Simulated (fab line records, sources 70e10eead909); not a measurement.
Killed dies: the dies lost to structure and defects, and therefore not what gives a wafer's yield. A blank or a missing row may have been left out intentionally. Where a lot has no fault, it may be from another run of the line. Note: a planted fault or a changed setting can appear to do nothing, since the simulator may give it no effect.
Struck lot and sound lot, side by side ; flow nand harc ; 42 out of 1302 route steps
Sound: these wafers, L784.2, L784.3, L784.5. Struck: wafers L793.2, L793.6. The cause is named last.
For every step that has rows: the tool of each side, followed by ch and its chambers, followed by its first start. Under that, the readings that differ: sound wafers ; struck wafers ; difference of the means ; sigmas: that difference in standard deviations of wafers without a fault.
alike: readings whose means differ by less than 2 such deviations, and words and numbers that are the same on both sides. not compared: withheld readings, readings that some wafer has no value for, bounds like >300 that may hide the same value, and numbers for which the record gives no deviation and whose values overlap.
A row with sigmas, a row that says differs or no value, or rows on one side alone: a step with any of these is where the two part. Non-overlapping numbers with no deviation appear without sigmas and do not part them. A reading that every wafer of one side lacks parts them only if that side has two wafers or more.

first, 7 steps without rows for these wafers: NHARC_P_GATE_HMDS_52 (time 30 s); NHARC_P_GATE_COAT_53; NHARC_P_GATE_SOFTBAKE_54 (time 95 s); NHARC_P_GATE_EBR_55; NHARC_P_GATE_EXPOSE_56 (exposes mask P PSD, target cd 720 nm); NHARC_P_GATE_PEB_57 (peb time 85 s); NHARC_P_GATE_DEVELOP_58 (time 70 s).
NHARC_P_GATE_CD_MEAS_59: the cd target is 720 nm.
  sound on cd sem-02 ch 0, day 7 21:40; struck on cd sem-02 ch 0, day 11 18:19
  alike: cd nm
then, 1 step without rows for these wafers: NHARC_P_GATE_HARDBAKE_60 (time 80 s).
NHARC_P_GATE_DESCUM_61: chemistry O2, time 3 s.
  sound on rie diel-04 ch 0,1,2, day 7 21:51; struck on rie diel-04 ch 1,3, day 11 18:31
  alike: drypump motor current A, oes product au, rf vpp V, showerhead plenum p Torr, throttle valve pct
  not compared: rf hours counter h
then, 2 steps without rows for these wafers: NHARC_P_GATE_IMPLANT_62; NHARC_P_GATE_STRIP_112 (strips in N2/H2, time 200 s).
NHARC_P_GATE_STRIP_76: strips in O2.
  sound on plasma asher-02 ch 0, day 7 22:53; struck on plasma asher-01 ch 1, day 11 19:07
  alike: drypump motor current A, heater power w
  not compared: rf hours counter h
then, 9 steps without rows for these wafers: NHARC_P_GATE_STRIP_63 (strips in SPM, time 900 s); NHARC_P_GATE_DEHYDRATE_83 (time 120 s); NHARC_P_GATE_HMDS_84 (time 30 s); NHARC_P_GATE_COAT_85; NHARC_P_GATE_SOFTBAKE_86 (time 95 s); NHARC_P_GATE_EBR_87; NHARC_P_GATE_EXPOSE_88 (exposes mask P HVN, target cd 2000 nm); NHARC_P_GATE_PEB_89 (peb time 85 s); NHARC_P_GATE_DEVELOP_90 (time 70 s).
NHARC_P_GATE_CD_MEAS_91: the cd target is 2000 nm.
  sound on cd sem-01 ch 0, day 7 23:49; struck on cd sem-03 ch 0, day 11 20:02
  alike: cd nm
then, 4 steps without rows for these wafers: NHARC_P_GATE_HARDBAKE_92 (time 80 s); NHARC_P_GATE_DESCUM_93 (chemistry O2, time 3 s); NHARC_P_GATE_IMPLANT_94; NHARC_P_GATE_STRIP_113 (strips in N2/H2, time 740 s).
NHARC_P_GATE_STRIP_95: strips in O2.
  sound on plasma asher-02 ch 0,1, day 8 01:04; struck on plasma asher-01 ch 0, day 11 21:20
reading;sound;struck;difference;sigmas
heater power w (W);310 421 420;285 283;-100;-2
  alike: drypump motor current A
  not compared: rf hours counter h
then, 1 step without rows for these wafers: NHARC_P_GATE_STRIP_96 (strips in SPM, time 900 s).
NHARC_P_GATE_RTA_64: time 1 s.
  sound on rtp anneal-02 ch 0, day 8 01:39; struck on rtp anneal-01 ch 0, day 11 21:55
  alike: lamp power pct, lamp_zone_4_pct, wafer_temp_C_max
then, 1 step without rows for these wafers: NHARC_P_GATE_ETCH_77 (etches SiO2 in dHF, target depth 6 nm).
NHARC_P_GATE_DEGAS_109: time 60 s.
  sound on pvd sputter-02, day 8 01:56; struck on pvd sputter-03, day 11 22:13
  alike: heater power w
then, 6 steps without rows for these wafers: NHARC_P_GATE_PRE_CLEAN_110 (time 30 s); NHARC_P_GATE_SPUTTER_78 (material Ni, target thk 10 nm); NHARC_P_GATE_SPUTTER_79 (material TiN, target thk 10 nm); NHARC_P_GATE_RTA_80 (time 30 s); NHARC_P_GATE_STRIP_67 (strips in SPM, time 600 s); NHARC_P_GATE_RTA_82 (time 30 s).
NHARC_P_GATE_INSPECT_68:
  sound on defect inspect-01, day 8 02:53; struck on defect inspect-02, day 11 23:25
reading;sound;struck;difference;sigmas
raw defect count;273 192 247;1035 1051;+806;+10
  not compared: hold
NHARC_P_CONTACT_DEP_30: deposits SiNx, target thk 30 nm.
  sound on pecvd-03 ch 0,2, day 8 03:01; struck on pecvd-04 ch 0,1, day 12 00:19
reading;sound;struck;difference;sigmas
hold;- - -;await dispo/0.8h/release await dispo/0.8h/release;no value on the sound wafers;
  alike: heater power w
NHARC_P_CONTACT_DEP_00: deposits SiO2, target thk 500 nm.
  sound on pecvd-03 ch 0,2, day 8 03:22; struck on pecvd-04 ch 0,1
  alike: heater power w, throttle valve pct
-- the record jumps here: 19 days lie between the struck wafers' starts before and after (it left off in module P_CONTACT and takes up again in module END, whose first step shown is number 1302 of the route) --
NHARC_END_SORT_01:
  sound on prober-01 ch 0, day 26 11:25; struck on prober-01 ch 0, day 31 10:15
reading;sound;struck;difference;sigmas
killed at periphery;2 0 5;93 91;+90;+37
killed dies;30 34 39;168 149;+124;+7
  alike: killed at array, killed at other, killed open, killed short

## WHERE THEY PART
First at NHARC_P_GATE_STRIP_95; last, within this record, at NHARC_END_SORT_01.

WHY: what had been put in by the simulator
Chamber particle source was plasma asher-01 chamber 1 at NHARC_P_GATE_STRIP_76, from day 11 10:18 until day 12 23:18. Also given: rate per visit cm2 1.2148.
